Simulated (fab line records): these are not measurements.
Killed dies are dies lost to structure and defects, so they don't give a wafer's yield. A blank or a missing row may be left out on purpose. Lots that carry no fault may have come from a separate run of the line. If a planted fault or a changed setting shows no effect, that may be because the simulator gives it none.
Matching of chambers ; flow n5Finfet ; N5_SD_EPI_N_LINER_46 on aldSin-03: 4 sister chambers
The step material SiNx, target thk 3 nm. 16 wafers are shown with their chamber, then 8 later ones without.

== EACH WAFER AND ITS CHAMBER ==
wafer;chamber;heaterPowerW (W)
L074.4;0;901
L074.5;0;907
L074.6;3;867
L078.1;2;811
L078.2;0;876
L078.4;3;816
L084.1;1;720
L084.2;2;812
L084.4;0;918
L085.2;3;841
L085.5;0;898
L085.6;1;702
L087.3;2;807
L087.4;0;913
L087.6;1;692
L088.3;3;845

SIGNATURES (averages over the wafers above)
reading;chamber 0;chamber 1;chamber 2;chamber 3;scatter within a chamber
heaterPowerW;902.17;704.67;810.00;842.25;15.3
Rule: a wafer lies at a distance from a chamber equal to the root of the sum of squares, over the readings, of (its reading less the chamber's mean, divided by the reading's scatter). If the next closest chamber is less than 2 further off than the closest, the wafer can't be placed; otherwise it belongs to the closest. How the scatter is found: for the shown wafers, subtract from each reading the mean of its chamber, square and add these, divide the total by (wafers less chambers), then take the root.

== WAFERS WHOSE CHAMBER IS MISSING ==
wafer;heaterPowerW (W)
L088.5;799
L088.6;828
L089.4;887
L089.5;799
L089.6;697
L095.1;915
L095.5;841
L095.6;901

== EACH ONE'S CHAMBER ==
wafer;from the rows above;in truth
L088.5;2;2
L088.6;can't be placed: 3 or 2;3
L089.4;can't be placed: 0 or 3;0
L089.5;2;2
L089.6;1;1
L095.1;0;0
L095.5;can't be placed: 3 or 2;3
L095.6;0;0
5 of 8 placed correctly. Not placeable from these rows: 3 (in 3, the candidates include the true chamber). Number placed wrongly: 0.
